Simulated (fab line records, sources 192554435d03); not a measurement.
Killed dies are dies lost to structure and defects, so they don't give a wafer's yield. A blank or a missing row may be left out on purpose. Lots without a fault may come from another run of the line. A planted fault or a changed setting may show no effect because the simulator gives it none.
Which tool did it? | flow n5_finfet | 12 lots, 36 wafers sampled, at 3 steps of a route of 1938

WHAT THE GAUGES READ, wafer by wafer
N5_BEOL_M14_INSPECT_55: inspects for defects (darkfield).
lot  | measured     | on                | raw_defect_count
L074 | day 12 21:56 | defect_inspect-01 | 100 59 62
L078 | day 13 22:02 | defect_inspect-01 | 12 41 48
L076 | day 14 05:39 | defect_inspect-02 | 84 125 143
L081 | day 14 07:11 | defect_inspect-02 | 63 73 51
L083 | day 15 06:27 | defect_inspect-01 | 84 65 59
L085 | day 16 05:07 | defect_inspect-02 | 71 69 58
L087 | day 16 15:31 | defect_inspect-02 | 64 98 47
L089 | day 17 16:08 | defect_inspect-01 | 76 88 70
L090 | day 18 16:37 | defect_inspect-02 | 54 45 50
L093 | day 19 01:11 | defect_inspect-02 | 90 72 65
L097 | day 19 14:29 | defect_inspect-01 | 108 78 64
L096 | day 20 01:07 | defect_inspect-01 | 66 42 60

WHICH TOOL RAN EACH LOT (tool, then ch and the chambers of the sampled wafers, then the start)
lot  | N5_BEOL_M14_DEGAS_41         | N5_BEOL_M14_CMP_49
L074 | pvd_sputter-01, day 12 20:13 | cmp-01 ch 0,2,3, day 12 21:32
L078 | pvd_sputter-01, day 13 20:07 | cmp-04 ch 1,2, day 13 21:35
L076 | pvd_sputter-02, day 14 04:17 | cmp-01 ch 1,2, day 14 05:12
L081 | pvd_sputter-01, day 14 05:26 | cmp-04 ch 0,1,2, day 14 06:50
L083 | pvd_sputter-01, day 15 04:46 | cmp-01 ch 1,2, day 15 06:02
L085 | pvd_sputter-01, day 16 03:21 | cmp-04 ch 0,3, day 16 04:41
L087 | pvd_sputter-03, day 16 12:30 | cmp-01 ch 0,2,3, day 16 15:09
L089 | pvd_sputter-02, day 17 14:50 | cmp-03 ch 0,2, day 17 15:44
L090 | pvd_sputter-02, day 18 15:14 | cmp-01 ch 1,3, day 18 16:10
L093 | pvd_sputter-01, day 18 23:53 | cmp-03 ch 0,1,2, day 19 00:47
L097 | pvd_sputter-01, day 19 13:00 | cmp-03 ch 0,2,3, day 19 14:02
L096 | pvd_sputter-02, day 19 23:46 | cmp-03 ch 0,1, day 20 00:40
- N5_BEOL_M14_DEGAS_41: time 60 s.
- N5_BEOL_M14_CMP_49: polishes, stops on SiO2, t overpolish 5.2 s, target thk 560 nm.

THE ANSWER, worked out from the rows above alone
Rule: what is usual is taken from the lots themselves. Put in order of their means at a reading, lots are off if they are a third of the lots or fewer, leave a main group of 4 or more, and stand apart from it by a gap of 3 or more times the standard deviation of the main group's means; of several such gaps the widest counts. A main group whose means are all the same, to the digits that the tables above print for the reading, isn't used. A lot without any number at a reading at which 4 lots or more have one is off too. The other lots that the step has rows for count as sound.
No lot is off at any reading shown: from this, nothing can be told.

WHAT THE SIMULATOR HAD PUT IN
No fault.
